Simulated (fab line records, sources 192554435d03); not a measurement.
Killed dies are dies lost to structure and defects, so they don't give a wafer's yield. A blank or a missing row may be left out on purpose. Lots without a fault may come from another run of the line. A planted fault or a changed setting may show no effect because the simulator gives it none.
Which tool did it? | flow n5_finfet | 11 lots, 30 wafers sampled, at 6 steps of a route of 1938

WHAT THE GAUGES READ, wafer by wafer
N5_BEOL_M4_RC_MEAS_101.
lot  | measured     | on        | DIBL_N (mV/V)  | DIBL_P (mV/V)  | IOFF_N (nA/um)    | IOFF_P (nA/um) | ION_N (uA/um) | ION_P (uA/um) | SS_N (mV/dec)  | SS_P (mV/dec)  | VT_N (mV)         | VT_P (mV)
L931 | day 7 23:18  | prober-01 | 35.0 37.3 36.1 | 35.9 38.7 37.2 | 0.143 0.184 0.163 | 0.21 0.26 0.23 | 657 680 663   | 457 468 460   | 71.2 71.9 72.0 | 73.6 74.2 73.8 | 253.3 247.2 250.5 | -248 -245 -249
L933 | day 8 18:02  | prober-01 | 36.1 37.7 35.5 | 37.5 39.1 36.7 | 0.159 0.190 0.152 | 0.23 0.27 0.22 | 674 678 677   | 469 469 471   | 71.1 71.6 71.4 | 73.0 73.6 73.6 | 248.9 249.7 253.0 | -247 -248 -252
L934 | day 8 20:10  | prober-01 | 37.6 37.0 36.0 | 36.9 35.2 35.0 | 0.182 0.159 0.147 | 0.29 0.25 0.25 | 679 663 675   | 470 466 472   | 71.9 72.1 71.5 | 72.8 73.0 72.7 | 247.3 249.2 251.0 | -242 -245 -243
L936 | day 9 05:38  | prober-01 | 35.7 37.9 37.6 | 35.3 38.6 37.6 | 0.135 0.182 0.172 | 0.19 0.24 0.22 | 663 680 689   | 459 464 470   | 71.3 71.5 71.0 | 73.8 74.6 74.1 | 253.6 247.2 249.3 | -253 -248 -251
L938 | day 9 21:07  | prober-01 | 36.0 35.8 36.5 | 37.5 37.3 37.8 | 0.176 0.174 0.187 | 0.25 0.25 0.27 | 676 672 679   | 468 469 469   | 71.8 71.7 73.1 | 74.1 74.3 73.4 | 248.6 246.6 249.4 | -244 -248 -246
L940 | day 10 17:21 | prober-02 | 36.8 34.4 36.3 | 36.6 33.9 36.0 | 0.161 0.132 0.153 | 0.23 0.19 0.23 | 678 672 672   | 466 465 460   | 71.1 70.5 71.6 | 73.2 72.3 73.4 | 252.8 252.3 251.1 | -248 -247 -249
L941 | day 11 06:55 | prober-02 | 37.1 36.3 36.3 | 38.5 37.9 36.7 | 0.184 0.174 0.162 | 0.22 0.21 0.20 | 680 664 667   | 458 456 450   | 71.3 72.3 72.1 | 74.1 73.2 73.7 | 245.7 247.0 249.6 | -253 -251 -253
L942 | day 11 05:37 | prober-02 | 37.6 36.4      | 38.3 36.9      | 0.190 0.165       | 0.26 0.23      | 675 686       | 466 467       | 71.9 71.2      | 73.5 73.6      | 247.7 248.5       | -248 -251
L945 | day 11 10:32 | prober-01 | 37.3 38.3      | 38.5 39.0      | 0.196 0.204       | 0.24 0.25      | 682 694       | 462 464       | 71.8 71.9      | 74.2 74.2      | 245.1 244.8       | -249 -248
L946 | day 12 08:54 | prober-02 | 38.2 35.6      | 39.0 35.4      | 0.202 0.148       | 0.26 0.19      | 680 676       | 470 460       | 71.1 71.3      | 73.4 73.3      | 245.6 250.4       | -246 -252
L953 | day 13 15:49 | prober-02 | 37.3 38.3 37.7 | 36.0 37.0 35.6 | 0.184 0.213 0.183 | 0.25 0.29 0.25 | 675 673 673   | 464 460 462   | 71.8 71.7 72.7 | 73.7 74.9 74.1 | 246.7 245.4 249.9 | -246 -246 -247

WHICH TOOL RAN EACH LOT (tool, then ch and the chambers of the sampled wafers, then the start)
lot  | N5_BEOL_M0_PRE_CLEAN_113     | N5_BEOL_M0_SURFACE_TREAT_137 | N5_BEOL_M0_ANNEAL_133        | N5_BEOL_M0_ECD_118             | N5_BEOL_M0_CMP_120
L931 | pvd_sputter-01, day 6 02:58  | pvd_sputter-01, day 6 03:24  | pvd_sputter-03, day 6 03:53  | ecd_cu-02 ch 0, day 6 04:09    | cmp-03 ch 1,2, day 6 04:38
L933 | pvd_sputter-03, day 6 16:04  | pvd_sputter-02, day 6 16:23  | pvd_sputter-03, day 6 16:47  | ecd_cu-01 ch 0,1, day 6 17:03  | cmp-02 ch 0,2,3, day 6 17:54
L934 | pvd_sputter-01, day 6 18:32  | pvd_sputter-02, day 6 18:53  | pvd_sputter-03, day 6 19:16  | ecd_cu-01 ch 0,1, day 6 19:32  | cmp-01 ch 0,1,3, day 6 20:17
L936 | pvd_sputter-03, day 7 06:23  | pvd_sputter-03, day 7 06:45  | pvd_sputter-03, day 7 07:11  | ecd_cu-02 ch 0,1, day 7 07:28  | cmp-01 ch 0,2,3, day 7 07:50
L938 | pvd_sputter-01, day 8 02:35  | pvd_sputter-01, day 8 02:55  | pvd_sputter-01, day 8 03:19  | ecd_cu-01 ch 0,1, day 8 03:36  | cmp-01 ch 0,3, day 8 04:02
L940 | pvd_sputter-01, day 8 12:18  | pvd_sputter-01, day 8 12:44  | pvd_sputter-02, day 8 13:34  | ecd_cu-01 ch 0,1, day 8 13:51  | cmp-03 ch 0,3, day 8 14:23
L941 | pvd_sputter-01, day 8 19:58  | pvd_sputter-01, day 8 20:20  | pvd_sputter-01, day 8 20:42  | ecd_cu-01 ch 0,1, day 8 20:59  | cmp-02 ch 0,2,3, day 8 21:22
L942 | pvd_sputter-02, day 8 22:36  | pvd_sputter-03, day 8 23:01  | pvd_sputter-03, day 9 01:05  | ecd_cu-01 ch 0,1, day 9 01:22  | cmp-03 ch 0,2, day 9 01:49
L945 | pvd_sputter-02, day 9 15:11  | pvd_sputter-01, day 9 15:49  | pvd_sputter-01, day 9 16:16  | ecd_cu-01 ch 0,1, day 9 16:33  | cmp-01 ch 2,3, day 9 17:00
L946 | pvd_sputter-01, day 9 20:22  | pvd_sputter-02, day 9 20:42  | pvd_sputter-01, day 9 21:06  | ecd_cu-01 ch 0, day 9 21:23    | cmp-02 ch 0,1, day 9 21:50
L953 | pvd_sputter-01, day 11 14:44 | pvd_sputter-02, day 11 15:15 | pvd_sputter-01, day 11 15:46 | ecd_cu-02 ch 0,1, day 11 16:02 | cmp-03 ch 1,2, day 11 16:31
- N5_BEOL_M0_PRE_CLEAN_113: time 30 s.
- N5_BEOL_M0_SURFACE_TREAT_137
- N5_BEOL_M0_ANNEAL_133: time 60 s.
- N5_BEOL_M0_ECD_118: material Cu, target thk 300 nm.
- N5_BEOL_M0_CMP_120: polishes, stops on SiOC, t overpolish 6.9 s.

WHAT THE TOOLS THEMSELVES READ (means of the sampled wafers that have a number; where no wafer has one, the mark that the record gives instead)
N5_BEOL_M0_PRE_CLEAN_113.
lot  | tool           | heater_power_w (W)
L931 | pvd_sputter-01 | 324
L933 | pvd_sputter-03 | 330
L934 | pvd_sputter-01 | 321
L936 | pvd_sputter-03 | 340
L938 | pvd_sputter-01 | 315
L940 | pvd_sputter-01 | 299
L941 | pvd_sputter-01 | 311
L942 | pvd_sputter-02 | 314
L945 | pvd_sputter-02 | 296
L946 | pvd_sputter-01 | 339
L953 | pvd_sputter-01 | 338

N5_BEOL_M0_ANNEAL_133.
lot  | tool           | heater_power_w (W)
L931 | pvd_sputter-03 | 854
L933 | pvd_sputter-03 | 911
L934 | pvd_sputter-03 | 872
L936 | pvd_sputter-03 | 863
L938 | pvd_sputter-01 | 858
L940 | pvd_sputter-02 | 834
L941 | pvd_sputter-01 | 801
L942 | pvd_sputter-03 | 996
L945 | pvd_sputter-01 | 777
L946 | pvd_sputter-01 | 828
L953 | pvd_sputter-01 | 801

N5_BEOL_M0_CMP_120.
lot  | tool   | motor_current_A (A) | slurry_filter_dp_kPa (kPa) | time_to_endpoint_s (s)
L931 | cmp-03 | 6.6                 | 13.53                      | 59.4
L933 | cmp-02 | 6.7                 | 13.52                      | 57.7
L934 | cmp-01 | 5.4                 | 13.48                      | 63.2
L936 | cmp-01 | 5.8                 | 13.47                      | 62.4
L938 | cmp-01 | 6.1                 | 13.65                      | 62.3
L940 | cmp-03 | 6.4                 | 13.45                      | 59.4
L941 | cmp-02 | 6.4                 | 13.54                      | 61.5
L942 | cmp-03 | 6.2                 | 13.52                      | 88.5
L945 | cmp-01 | 6.1                 | 13.69                      | 96.0
L946 | cmp-02 | 6.0                 | 13.54                      | 93.1
L953 | cmp-03 | 6.0                 | 13.56                      | 61.3

THE ANSWER, worked out from the rows above alone
Rule: what is usual is taken from the lots themselves. Put in order of their means at a reading, lots are off if they are a third of the lots or fewer, leave a main group of 4 or more, and stand apart from it by a gap of 3 or more times the standard deviation of the main group's means; of several such gaps the widest counts. A main group whose means are all the same, to the digits that the tables above print for the reading, isn't used. A lot without any number at a reading at which 4 lots or more have one is off too. The other lots that the step has rows for count as sound. The gauges are gone through in route order, then the tools' own readings, and for those a lot's mean is taken as printed above. The first step at which some lot is off is used, and at that step the reading that is off furthest; a lot without a number counts as furthest.
Off: L942, L945, L946, at N5_BEOL_M0_CMP_120 (time_to_endpoint_s). The main group: mean 60.9 s, standard deviation 1.8.
A tool fits if, at that step or a process step before it, it ran every lot that is off, and no sound lot after the first of them. One fits: ecd_cu-01 at N5_BEOL_M0_ECD_118. Its last sound lot is L941 (day 8 20:59), its first lot that is off L942 (day 9 01:22): a fault that began between those two fits.

WHAT THE SIMULATOR HAD PUT IN
Process parameter drift: ecd_cu-01, from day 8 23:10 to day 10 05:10, at N5_BEOL_M0_ECD_118. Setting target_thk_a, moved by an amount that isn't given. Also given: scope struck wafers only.
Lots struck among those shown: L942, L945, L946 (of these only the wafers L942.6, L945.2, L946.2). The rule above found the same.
